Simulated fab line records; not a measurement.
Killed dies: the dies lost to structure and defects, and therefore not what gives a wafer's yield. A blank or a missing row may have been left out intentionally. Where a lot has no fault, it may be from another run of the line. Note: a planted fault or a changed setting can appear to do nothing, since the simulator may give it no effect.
8D (eight disciplines) problem report, filled in by code :: flow n5 finfet :: the parts of the form that need people (team, actions taken, sign-off) are left out

== 1. THE PROBLEM ==
cathode dc power W at N5_BEOL_M7_SPUTTER_48 reads a mean of 21608 W on 1 wafer of 1 lot; wafers without a fault read 26000 W with a standard deviation of 4.2. That is -99 or more standard deviations from the usual mean.
The step: material Cu, target thk 10 nm, time 1.667 s.
First seen on wafer L703.4, day 10 20:21, on pvd sputter-03. Wafers with a number at this step in the record: 33, from 11 lots. The rule behind "out" and "out of limits": a value lying over 4 standard deviations away from the usual mean. The rest of the wafers with a number are treated as sound.

== 2. WHAT IT IS AND WHAT IT IS NOT ==
question: which readings at this step
is: cathode dc power W
is not: throttle valve pct

question: which lots
is: L703
is not: L693, L694, L705, L707, L710, L711, L712, L713, L714, L715

question: which wafers of those lots
is: L703.4
is not: L703.1, L703.2

question: read on which tools
is: pvd sputter-03
is not: pvd sputter-01, pvd sputter-02

question: when
is: from day 10 20:21
is not: up to then (8 sound wafers); but 24 sound wafers of L705, L707, L710, L711, L712, L713, L714, L715 came after

== 3. THE SUSPECTS, EACH WITH WHAT RULES IT OUT ==
Counting: a tool at a process step up to the reading stays a suspect if it ran every lot that is out. Sound lots after the first of them don't rule it out here, since some wafers of a struck lot are sound.
- rie diel-06 at N5_BEOL_M7_DESCUM_33 (chemistry O2, time 7 s): kept. It ran the lot that is out, L703 (day 10 18:49); its last sound lot up to then is L694 (day 9 08:19).
- uv cure-03 at N5_BEOL_M7_CURE_75 (cures SiCOH lowk, time 120 s): kept. It ran the lot that is out, L703 (day 10 19:28).
- ald metal-03 at N5_BEOL_M7_ALD_77 (deposits TaN, target thk 2 nm, pulse time 2 s, purge time 3 s): kept. It ran the lot that is out, L703 (day 10 19:53); its last sound lot up to then is L694 (day 9 09:28).
- pvd sputter-03 at N5_BEOL_M7_SPUTTER_48 (material Cu, target thk 10 nm, time 1.667 s): kept. It ran the lot that is out, L703 (day 10 20:21); its last sound lot up to then is L694 (day 9 10:06). Its own readings are out on those wafers: cathode dc power W.
- In rie diel-06 at N5_BEOL_M7_DESCUM_33, the wafers that are out were processed in chamber 3 and their sound lot-mates in chambers 0, 2.
- In ald metal-03 at N5_BEOL_M7_ALD_77, the wafers that are out were processed in chamber 0 and their sound lot-mates in chambers 2, 3.
Left after counting: rie diel-06 at N5_BEOL_M7_DESCUM_33, uv cure-03 at N5_BEOL_M7_CURE_75, ald metal-03 at N5_BEOL_M7_ALD_77, pvd sputter-03 at N5_BEOL_M7_SPUTTER_48.

== 4. THE CAUSE (what the simulator had put in) ==
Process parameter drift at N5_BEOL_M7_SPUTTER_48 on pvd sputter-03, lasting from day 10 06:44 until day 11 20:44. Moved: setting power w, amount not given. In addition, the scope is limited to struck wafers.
Counting leaves 4 suspects; this tool is one of them.

== 5. SEQUENCE OF EFFECTS, ordered by route ==
Rows list readings where the struck wafers' mean (over those with a number) sits beyond 3 standard deviations from the usual. Only readings for which the record gives a usual standard deviation are gone through. hours: the time from each lot's start at the first step in this table that gives one to its start at this step, as a median over the lots. sigmas: the change in usual standard deviations.
hours: 0
step: N5_BEOL_M7_SPUTTER_48
reading: cathode dc power W
usual: 26000 W
on struck wafers: 21608
change: -4392
sigmas: -99 or more
Process steps it contains:
- N5_BEOL_M7_SPUTTER_48: material Cu, target thk 10 nm, time 1.667 s.

== 6. HOW IT WOULD HAVE BEEN CAUGHT EARLIER ==
First out-of-limits reading in this record: day 10 20:21, which is 14 hours after fault onset at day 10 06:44.
